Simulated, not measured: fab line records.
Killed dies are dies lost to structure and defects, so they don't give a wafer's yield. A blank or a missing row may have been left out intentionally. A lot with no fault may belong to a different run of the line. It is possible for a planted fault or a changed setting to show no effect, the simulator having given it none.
Split-lot trial / flow n5-finfet / on a route of 1938 steps: 7 lots, 39 wafers read

## SPLIT DETAILS
At N5_BEOL_M11_ETCH_66 (etches SOC in N2/H2, target depth 120 nm, overetch 24 nm, time 180 s), the setting time-s was moved away from the recipe's 180 s on 12 of the 39 wafers read, by -49.8% to +45.7%. For the rest of the wafers, this setting stayed at what the recipe calls for.

The split's own step is where the reading is taken.

## THE READING
SiARC_of_BEOL_M11_COAT_64.thk-nm (the simulator's own value, which no gauge read), in nm, at N5_BEOL_M11_ETCH_66 (etches SOC in N2/H2, target depth 120 nm, overetch 24 nm, time 180 s). There is no usual value for it anywhere in the file. Across the 27 wafers here that went through the recipe, the average is 22.7 nm and the standard deviation 0.18 nm.

wafer=L079.1; tool, chamber at the split=rie-diel-04, 0; time-s as run, s=180; against the recipe=recipe; SiARC_of_BEOL_M11_COAT_64.thk-nm, nm=22.6; against lot-mates on the recipe=-
wafer=L079.5; tool, chamber at the split=rie-diel-04, 0,2; time-s as run, s=180; against the recipe=recipe; SiARC_of_BEOL_M11_COAT_64.thk-nm, nm=22.6; against lot-mates on the recipe=-
wafer=L079.6; tool, chamber at the split=rie-diel-04, 0,2; time-s as run, s=180; against the recipe=recipe; SiARC_of_BEOL_M11_COAT_64.thk-nm, nm=22.6; against lot-mates on the recipe=-
wafer=L081.1; tool, chamber at the split=rie-diel-04, 2; time-s as run, s=180; against the recipe=recipe; SiARC_of_BEOL_M11_COAT_64.thk-nm, nm=22.6; against lot-mates on the recipe=-
wafer=L081.2; tool, chamber at the split=rie-diel-04, 0; time-s as run, s=103; against the recipe=-42.8%; SiARC_of_BEOL_M11_COAT_64.thk-nm, nm=25.8; against lot-mates on the recipe=+3.0
wafer=L081.3; tool, chamber at the split=rie-diel-04, 3; time-s as run, s=180; against the recipe=recipe; SiARC_of_BEOL_M11_COAT_64.thk-nm, nm=22.8; against lot-mates on the recipe=-
wafer=L081.4; tool, chamber at the split=rie-diel-04, 1; time-s as run, s=180; against the recipe=recipe; SiARC_of_BEOL_M11_COAT_64.thk-nm, nm=23; against lot-mates on the recipe=-
wafer=L081.5; tool, chamber at the split=rie-diel-04, 0; time-s as run, s=103; against the recipe=-42.8%; SiARC_of_BEOL_M11_COAT_64.thk-nm, nm=25.8; against lot-mates on the recipe=+3.0
wafer=L081.6; tool, chamber at the split=rie-diel-04, 3; time-s as run, s=103; against the recipe=-42.8%; SiARC_of_BEOL_M11_COAT_64.thk-nm, nm=26; against lot-mates on the recipe=+3.2
wafer=L084.1; tool, chamber at the split=rie-diel-04, 1; time-s as run, s=100.2; against the recipe=-44.3%; SiARC_of_BEOL_M11_COAT_64.thk-nm, nm=26; against lot-mates on the recipe=+3.2
wafer=L084.2; tool, chamber at the split=rie-diel-04, 3; time-s as run, s=180; against the recipe=recipe; SiARC_of_BEOL_M11_COAT_64.thk-nm, nm=23; against lot-mates on the recipe=-
wafer=L084.3; tool, chamber at the split=rie-diel-04, 2; time-s as run, s=100.2; against the recipe=-44.3%; SiARC_of_BEOL_M11_COAT_64.thk-nm, nm=26; against lot-mates on the recipe=+3.2
wafer=L084.4; tool, chamber at the split=rie-diel-04, 0; time-s as run, s=100.2; against the recipe=-44.3%; SiARC_of_BEOL_M11_COAT_64.thk-nm, nm=26; against lot-mates on the recipe=+3.2
wafer=L084.5; tool, chamber at the split=rie-diel-04, 1; time-s as run, s=180; against the recipe=recipe; SiARC_of_BEOL_M11_COAT_64.thk-nm, nm=22.8; against lot-mates on the recipe=-
wafer=L084.6; tool, chamber at the split=rie-diel-04, 0; time-s as run, s=180; against the recipe=recipe; SiARC_of_BEOL_M11_COAT_64.thk-nm, nm=22.6; against lot-mates on the recipe=-
wafer=L082.1; tool, chamber at the split=rie-diel-04, 1,0; time-s as run, s=180; against the recipe=recipe; SiARC_of_BEOL_M11_COAT_64.thk-nm, nm=22.6; against lot-mates on the recipe=-
wafer=L082.4; tool, chamber at the split=rie-diel-04, 1,0; time-s as run, s=180; against the recipe=recipe; SiARC_of_BEOL_M11_COAT_64.thk-nm, nm=22.6; against lot-mates on the recipe=-
wafer=L082.2; tool, chamber at the split=rie-diel-04, 3; time-s as run, s=180; against the recipe=recipe; SiARC_of_BEOL_M11_COAT_64.thk-nm, nm=22.8; against lot-mates on the recipe=-
wafer=L082.3; tool, chamber at the split=rie-diel-04, 2; time-s as run, s=180; against the recipe=recipe; SiARC_of_BEOL_M11_COAT_64.thk-nm, nm=22.6; against lot-mates on the recipe=-
wafer=L082.5; tool, chamber at the split=rie-diel-04, 2; time-s as run, s=180; against the recipe=recipe; SiARC_of_BEOL_M11_COAT_64.thk-nm, nm=22.6; against lot-mates on the recipe=-
wafer=L082.6; tool, chamber at the split=rie-diel-04, 1; time-s as run, s=180; against the recipe=recipe; SiARC_of_BEOL_M11_COAT_64.thk-nm, nm=22.8; against lot-mates on the recipe=-
wafer=L087.1; tool, chamber at the split=rie-diel-04, 0; time-s as run, s=180; against the recipe=recipe; SiARC_of_BEOL_M11_COAT_64.thk-nm, nm=22.4; against lot-mates on the recipe=-
wafer=L087.2; tool, chamber at the split=rie-diel-04, 1; time-s as run, s=180; against the recipe=recipe; SiARC_of_BEOL_M11_COAT_64.thk-nm, nm=22.8; against lot-mates on the recipe=-
wafer=L087.3; tool, chamber at the split=rie-diel-04, 2; time-s as run, s=180; against the recipe=recipe; SiARC_of_BEOL_M11_COAT_64.thk-nm, nm=22.6; against lot-mates on the recipe=-
wafer=L087.4; tool, chamber at the split=rie-diel-04, 3; time-s as run, s=180; against the recipe=recipe; SiARC_of_BEOL_M11_COAT_64.thk-nm, nm=22.8; against lot-mates on the recipe=-
wafer=L087.5; tool, chamber at the split=rie-diel-04, 0; time-s as run, s=180; against the recipe=recipe; SiARC_of_BEOL_M11_COAT_64.thk-nm, nm=22.6; against lot-mates on the recipe=-
wafer=L087.6; tool, chamber at the split=rie-diel-04, 1; time-s as run, s=180; against the recipe=recipe; SiARC_of_BEOL_M11_COAT_64.thk-nm, nm=23; against lot-mates on the recipe=-
wafer=L091.1; tool, chamber at the split=rie-diel-04, 0; time-s as run, s=262.2; against the recipe=+45.7%; SiARC_of_BEOL_M11_COAT_64.thk-nm, nm=19.4; against lot-mates on the recipe=-3.5
wafer=L091.2; tool, chamber at the split=rie-diel-04, 2; time-s as run, s=262.2; against the recipe=+45.7%; SiARC_of_BEOL_M11_COAT_64.thk-nm, nm=19.2; against lot-mates on the recipe=-3.7
wafer=L091.3; tool, chamber at the split=rie-diel-04, 1; time-s as run, s=180; against the recipe=recipe; SiARC_of_BEOL_M11_COAT_64.thk-nm, nm=23; against lot-mates on the recipe=-
wafer=L091.4; tool, chamber at the split=rie-diel-04, 1; time-s as run, s=180; against the recipe=recipe; SiARC_of_BEOL_M11_COAT_64.thk-nm, nm=23; against lot-mates on the recipe=-
wafer=L091.5; tool, chamber at the split=rie-diel-04, 2; time-s as run, s=262.2; against the recipe=+45.7%; SiARC_of_BEOL_M11_COAT_64.thk-nm, nm=19.2; against lot-mates on the recipe=-3.7
wafer=L091.6; tool, chamber at the split=rie-diel-04, 0; time-s as run, s=180; against the recipe=recipe; SiARC_of_BEOL_M11_COAT_64.thk-nm, nm=22.6; against lot-mates on the recipe=-
wafer=L096.1; tool, chamber at the split=rie-diel-05, 3; time-s as run, s=90.37; against the recipe=-49.8%; SiARC_of_BEOL_M11_COAT_64.thk-nm, nm=26.4; against lot-mates on the recipe=+3.9
wafer=L096.2; tool, chamber at the split=rie-diel-05, 2; time-s as run, s=90.37; against the recipe=-49.8%; SiARC_of_BEOL_M11_COAT_64.thk-nm, nm=26.4; against lot-mates on the recipe=+3.9
wafer=L096.3; tool, chamber at the split=rie-diel-05, 0; time-s as run, s=180; against the recipe=recipe; SiARC_of_BEOL_M11_COAT_64.thk-nm, nm=22.4; against lot-mates on the recipe=-
wafer=L096.4; tool, chamber at the split=rie-diel-05, 0; time-s as run, s=180; against the recipe=recipe; SiARC_of_BEOL_M11_COAT_64.thk-nm, nm=22.4; against lot-mates on the recipe=-
wafer=L096.5; tool, chamber at the split=rie-diel-05, 3; time-s as run, s=180; against the recipe=recipe; SiARC_of_BEOL_M11_COAT_64.thk-nm, nm=22.8; against lot-mates on the recipe=-
wafer=L096.6; tool, chamber at the split=rie-diel-05, 2; time-s as run, s=90.37; against the recipe=-49.8%; SiARC_of_BEOL_M11_COAT_64.thk-nm, nm=26.4; against lot-mates on the recipe=+3.9
The file does not say which wafer passed through which chamber wherever a row lists several chambers: such a row stands for several wafers.

THE FIT
A straight line over all 39 wafers: SiARC_of_BEOL_M11_COAT_64.thk-nm changes by -0.0745 nm for each +1% of time-s; r = -1.00; the points scatter about the line by 0.16 nm.
The same after taking each lot's own level away (the mean of its wafers on the recipe; 39 wafers): -0.0757 nm for each +1%; r = -1.00; scatter 0.16 nm.
The reading moves by 3.8 nm for the largest change in time-s, on that fit.
The lots' own levels span 22.53 to 22.87 nm, that is 1.8 times the standard deviation above.
So the lot-to-lot level changes the slope little: the two slopes agree.
Check: with one of the wafers moved furthest among these (-49.8%) left out of the fit, the line predicts +3.72 nm for it against its lot-mates. It came out at +3.87 nm against them.

## OTHER SPLITS ON THESE WAFERS
Note: prior to the reading, these wafers also went through further splits. Each is held against what the fit with the lots' levels taken away leaves over:
other split on the same wafers=N5_BEOL_M10_TRENCH_ETCH_37 target-depth-a; wafers away from the commonest value=18; r with SiARC_of_BEOL_M11_COAT_64.thk-nm (lot level and that fit taken away)=-0.14

## THE WHOLE CHAIN: every reading that the file lists as answering this split, in the file's order
step=N5_BEOL_M11_ETCH_66; what it does=etches SOC in N2/H2, target depth 120 nm, overetch 24 nm, time 180 s; reading=etch.depth-nm (the simulator's own value, which no gauge read); change (the file's fit)=not straight: 71.99 at the lowest setting, 100.2 at the recipe, 99.93 at the highest; r (the file's)=not given
step=N5_BEOL_M11_ETCH_66; what it does=etches SOC in N2/H2, target depth 120 nm, overetch 24 nm, time 180 s; reading=SiARC_of_BEOL_M11_COAT_64.thk-nm (the simulator's own value, which no gauge read); change (the file's fit)=-0.0754 nm for each +1% of the setting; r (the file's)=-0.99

## THE FILE'S OWN FIT
SiARC_of_BEOL_M11_COAT_64.thk-nm changes by -0.0754 nm for each +1% of time-s, r = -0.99.
